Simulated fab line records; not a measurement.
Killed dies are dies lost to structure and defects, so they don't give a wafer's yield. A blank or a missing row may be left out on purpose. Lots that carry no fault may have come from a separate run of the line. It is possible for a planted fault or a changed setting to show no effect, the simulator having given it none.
fab line records    flow n5Finfet    part 2 of 2: steps 26 to 30 of 30
record lots=5  wafers=15  lastDay=15
route steps=1938 shown WELL_APT@43 PMOS_HMC_CHANNEL_EPI@57
lots that met no fault: from a run of the same line without faults
startH: start of the lot's first displayed wafer, in hours after the record's first day    waitH: hours since the lot's step before    " identical to the entry in the row above    L1.1+2: a row that stands for several wafers    - no value, or no start was given    * or withheld: withheld    < > ~ a bound
route shown NAME@n: NAME is a module with steps in the file, n the number in the route of the first one    usual: mean and standard deviation over wafers with no fault    same: alike in all rows    chamber/n: place in a boat    sites: the reading at each site    _std_site: their standard deviation    _edge_site: outer sites' mean less inner sites'    radiusMm: for every site, how far away it sits from the centre of the wafer    mask NAME#n: copy n    behind: the tool/chamber that last shaped the wafer    hold: cause of the lot's hold/its duration in hours/its outcome    device: which transistor (n, p or np) failed to switch    end of line: tests run on the same wafers once the route is complete    a step with no rows: only its recipe    killed: not the wafer's yield, but the dies lost to structure and defects at the first sort    map: a wafer's dies, marking killed ones x, the rest . and places with no die _
set.NAME: setting as actually run; set.NAME@STEP: the setting as run at that earlier step    model.NAME: the simulator's own value behind a step, which no gauge read
certain route steps with their lots: each step a table, each wafer a row
services: a tool's chamber out of use, with start hour (startH, from the record's first day; less than 0 if before it), hours out, and reason
## steps
# step N5_PMOS_HMC_CHANNEL_EPI_DESCUM_14
# recipe chemistry=O2  timeS=7.9  sourcePowerW=50  biasPowerW=20  pressureMtorr=20  rfFrequencyHz=2.712e+07  tempC=40  resist=CAR-ArF-block  o2FlowSccm=225
# usual drypumpMotorCurrentA=5.6/0.42  o2FlowSccm=225.1/0.67  oesProductAu=0.82/0.1  rfVppV=243.4/1.4  showerheadPlenumPTorr=2.11/0.084  throttleValvePct=20.45/0.21
lot.wafer  tool        chamber  startH  waitH  drypumpMotorCurrentA  o2FlowSccm  oesProductAu  rfHoursCounterH  rfVppV  showerheadPlenumPTorr  throttleValvePct
L078.1     rieDiel-01  3        40.98   0.0    5.4                   224.8       1.02          0                244.2   2.14                   20.27
L078.2     "           0        "       "      5.1                   224.1       0.96          9                245.7   2.24                   20.41
L078.4     "           2        "       "      5.5                   225.0       0.72          202              242.2   2.08                   20.50
L079.1     rieDiel-04  3        47.58   0.4    6.5                   224.3       0.74          179              241.4   2.00                   20.49
L079.3     "           2        "       "      5.7                   224.2       0.71          190              242.8   2.17                   20.64
L079.6     "           2        "       "      5.7                   224.0       0.71          -                244.3   2.17                   20.66
L083.1     rieDiel-03  2        71.26   0.0    5.4                   225.1       0.86          53               244.5   2.22                   20.69
L083.3     "           1        "       "      5.9                   225.6       0.94          8                243.7   2.14                   20.30
L083.4     "           0        "       "      5.2                   225.2       0.72          203              241.2   1.99                   20.63
L088.1     rieDiel-03  0        101.32  0.0    5.2                   225.8       0.72          211              241.7   1.99                   20.67
L088.4     "           1        "       "      5.9                   225.3       0.93          16               243.7   2.14                   20.32
L088.6     "           1        "       "      5.9                   224.5       0.92          -                242.5   2.14                   20.32
L089.3     rieDiel-03  3        107.05  0.0    4.7                   224.7       0.89          28               240.6   2.04                   20.56
L089.4     "           0        "       "      5.2                   224.6       0.71          213              242.2   1.99                   20.68
L089.6     "           2        "       "      5.4                   226.8       0.85          -                245.5   2.22                   20.72
# step N5_PMOS_HMC_CHANNEL_EPI_ETCH_32
# recipe chemistry=N2/H2  target=BARC  stopOn=SiO2  targetDepthA=858  overEtchFrac=0.3  timeS=50.3  ionEnergyEv=200  maskMaterial=CAR-ArF-block  pressureMtorr=30  sourceW=840  biasW=150  n2FlowSccm=200  h2FlowSccm=200
# usual biasW=150.0/0.37  drypumpMotorCurrentA=5.6/0.42  h2FlowSccm=200.0/0.71  oesProductAu=0.70/0.085  rfVppV=524.4/2.8  showerheadPlenumPTorr=2.56/0.099  throttleValvePct=17.87/0.21
lot.wafer  tool        chamber  startH  waitH  biasW  drypumpMotorCurrentA  h2FlowSccm  oesProductAu  rfHoursCounterH  rfVppV  showerheadPlenumPTorr  throttleValvePct
L078.1     rieDiel-01  3        41.02   0.0    151.2  5.4                   200.5       0.84          0                525.3   2.61                   17.69
L078.2     "           0        "       "      150.5  5.1                   199.9       0.81          9                528.0   2.71                   17.87
L078.4     "           2        "       "      150.1  5.6                   200.0       0.61          202              523.0   2.53                   18.03
L079.1     rieDiel-04  3        47.62   0.0    150.2  6.5                   199.5       0.63          179              520.8   2.42                   17.90
L079.3     "           2        "       "      150.7  5.8                   200.6       0.61          190              525.4   2.62                   17.99
L079.6     "           2        "       "      149.6  5.8                   199.7       0.61          -                527.0   2.62                   17.99
L083.1     rieDiel-03  2        71.30   0.0    150.4  5.4                   199.8       0.74          53               527.6   2.69                   18.07
L083.3     "           1        "       "      150.0  5.9                   200.5       0.80          8                525.1   2.59                   17.66
L083.4     "           0        "       "      149.6  5.3                   200.0       0.62          203              521.1   2.42                   18.04
L088.1     rieDiel-03  0        101.35  0.0    150.0  5.3                   199.0       0.61          211              520.6   2.42                   18.05
L088.4     "           1        "       "      149.8  6.0                   199.4       0.78          16               524.7   2.59                   17.68
L088.6     "           1        "       "      149.5  5.9                   199.5       0.78          -                524.2   2.59                   17.67
L089.3     rieDiel-03  3        107.09  0.0    148.9  4.7                   200.6       0.77          28               522.5   2.49                   17.98
L089.4     "           0        "       "      150.0  5.3                   200.1       0.61          213              520.1   2.42                   18.07
L089.6     "           2        "       "      150.1  5.4                   199.8       0.73          -                528.7   2.69                   18.09
# step N5_PMOS_HMC_CHANNEL_EPI_HM_OPEN_15
# recipe chemistry=CHF3/O2  target=SiO2  maskMaterial=CAR-ArF-block  targetDepthA=406  CHF3_flow_sccm=50  O2_flow_sccm=5  Ar_flow_sccm=200  timeS=20.3  pressureMtorr=30  sourceW=650  biasW=170  ionEnergyEv=200
# usual biasW=170.0/0.53  drypumpMotorCurrentA=5.6/0.42  oes_ar_750_au=0.82/0.098  oesProductAu=0.82/0.1  rfVppV=525/5.9  showerheadPlenumPTorr=2.43/0.091  throttleValvePct=18.91/0.23
lot.wafer  tool        chamber  startH  waitH  biasW  drypumpMotorCurrentA  oes_ar_750_au  oesProductAu  rfHoursCounterH  rfVppV  showerheadPlenumPTorr  throttleValvePct
L078.1     rieDiel-01  3        41.06   0.0    169.9  5.4                   0.99           1.01          0                530     2.46                   18.75
L078.2     "           0        "       "      169.9  5.1                   0.95           0.95          9                525     2.56                   18.77
L078.4     "           2        "       "      169.9  5.5                   0.72           0.72          202              523     2.40                   19.03
L079.1     rieDiel-04  3        47.66   0.0    169.1  6.5                   0.75           0.74          179              521     2.31                   18.95
L079.3     "           2        "       "      169.9  5.8                   0.73           0.71          190              524     2.49                   19.09
L079.6     "           2        "       "      169.8  5.8                   0.71           0.71          -                524     2.49                   19.09
L083.1     rieDiel-03  2        71.34   0.0    169.8  5.4                   0.88           0.87          53               520     2.54                   19.10
L083.3     "           1        "       "      169.7  6.0                   0.94           0.94          8                523     2.47                   18.75
L083.4     "           0        "       "      170.5  5.3                   0.73           0.72          203              517     2.30                   19.13
L088.1     rieDiel-03  0        101.40  0.0    169.1  5.2                   0.73           0.72          211              516     2.30                   19.15
L088.4     "           1        "       "      169.6  5.9                   0.92           0.92          16               522     2.46                   18.76
L088.6     "           1        "       "      169.7  5.9                   0.92           0.92          -                520     2.46                   18.75
L089.3     rieDiel-03  3        107.13  0.0    170.5  4.7                   0.88           0.89          28               525     2.36                   19.03
L089.4     "           0        "       "      171.4  5.2                   0.72           0.72          213              517     2.30                   19.16
L089.6     "           2        "       "      170.4  5.4                   0.86           0.86          -                520     2.54                   19.09
# step N5_PMOS_HMC_CHANNEL_EPI_STRIP_33
# recipe chemistry=N2/H2  powerW=500  tempC=40  pressureMtorr=50  rfFrequencyHz=6e+07  overashFraction=0.3  biasPowerW=8  h2Frac=0.5  n2FlowSccm=300  h2FlowSccm=300
# usual drypumpMotorCurrentA=5.6/0.42  h2FlowSccm=299.9/0.92  oesProductAu=0.82/0.11  rfVppV=54.2/1.6  showerheadPlenumPTorr=3.38/0.13  throttleValvePct=18.89/0.23
lot.wafer  tool        chamber  startH  waitH  drypumpMotorCurrentA  h2FlowSccm  oesProductAu  rfHoursCounterH  rfVppV  showerheadPlenumPTorr  throttleValvePct
L078.1     rieDiel-01  3        41.12   0.0    5.4                   299.9       1.02          0                54.9    3.44                   18.59
L078.2     "           0        "       "      5.0                   299.7       0.97          9                53.4    3.58                   19.31
L078.4     "           2        "       "      5.5                   300.7       0.72          202              56.2    3.34                   19.20
L079.1     rieDiel-04  3        47.72   0.0    6.5                   298.9       0.73          179              54.6    3.21                   18.86
L079.3     "           2        "       "      5.8                   300.1       0.71          190              56.7    3.46                   18.89
L079.6     "           2        "       "      5.8                   301.0       0.71          -                51.5    3.46                   18.90
L083.1     rieDiel-03  2        71.39   0.0    5.4                   299.5       0.86          53               56.9    3.55                   19.14
L083.3     "           1        "       "      5.9                   299.0       0.94          8                53.4    3.42                   18.76
L083.4     "           0        "       "      5.2                   298.6       0.72          203              54.3    3.20                   18.84
L088.1     rieDiel-03  0        101.45  0.0    5.2                   299.8       0.71          211              51.8    3.20                   18.87
L088.4     "           1        "       "      6.0                   299.4       0.92          16               54.8    3.42                   18.76
L088.6     "           1        "       "      5.9                   302.3       0.92          -                55.8    3.42                   18.75
L089.3     rieDiel-03  3        107.19  0.0    4.7                   299.0       0.89          28               54.5    3.29                   18.83
L089.4     "           0        "       "      5.2                   299.3       0.72          213              51.5    3.20                   18.90
L089.6     "           2        "       "      5.4                   299.1       0.86          -                52.1    3.54                   19.20
# step N5_PMOS_HMC_CHANNEL_EPI_STRIP_17
# recipe chemistry=SPM  timeS=750  tempC=130  h2so4H2o2VolRatio=4  dry=ipaMarangoni
lot.wafer   tool         chamber  startH  waitH
L078.1+2+4  wetBench-04  0,2,6    41.18   -
L079.1+3+6  wetBench-06  3,2,4    47.78   -
L083.1+3+4  wetBench-02  7,4,3    71.46   -
L088.1+4+6  wetBench-02  6,0,7    101.52  -
L089.3+4+6  wetBench-04  4,1,6    107.25  -
## services
tool            chamber  startH  hours  kind
rieDiel-03      1        15.74   -      clean
rieDiel-03      0        17.93   3.8    repair
arfiScanner-03  -        22.95   3.1    pm
arfiScanner-01  -        30.45   1.0    pm
rieDiel-02      -        35.44   0.6    repair
pecvd-03        -        36.11   0.6    repair
rieDiel-02      0        38.20   4.3    repair
rieDiel-05      0        40.26   8.8    repair
rieDiel-01      3        44.83   2.5    repair
arfiScanner-02  -        48.32   1.0    pm
arfiScanner-03  -        49.45   1.3    pm
implanter-02    -        64.14   14.3   pm
rieDiel-05      0        67.15   3.7    repair
arfiScanner-03  -        78.96   1.0    pm
pecvd-03        -        84.18   0.7    repair
rieDiel-04      1        89.19   5.1    repair
arfiScanner-01  -        90.73   0.8    pm
rieDiel-02      2        90.82   4.3    repair
arfiScanner-01  -        94.72   0.3    repair
wetBench-02     -        97.30   1.0    repair
rieDiel-01      0        102.36  22.0   repair
wetBench-04     -        103.89  2.0    repair
arfiScanner-01  -        104.65  0.4    repair
rieDiel-04      1        105.96  14.5   repair
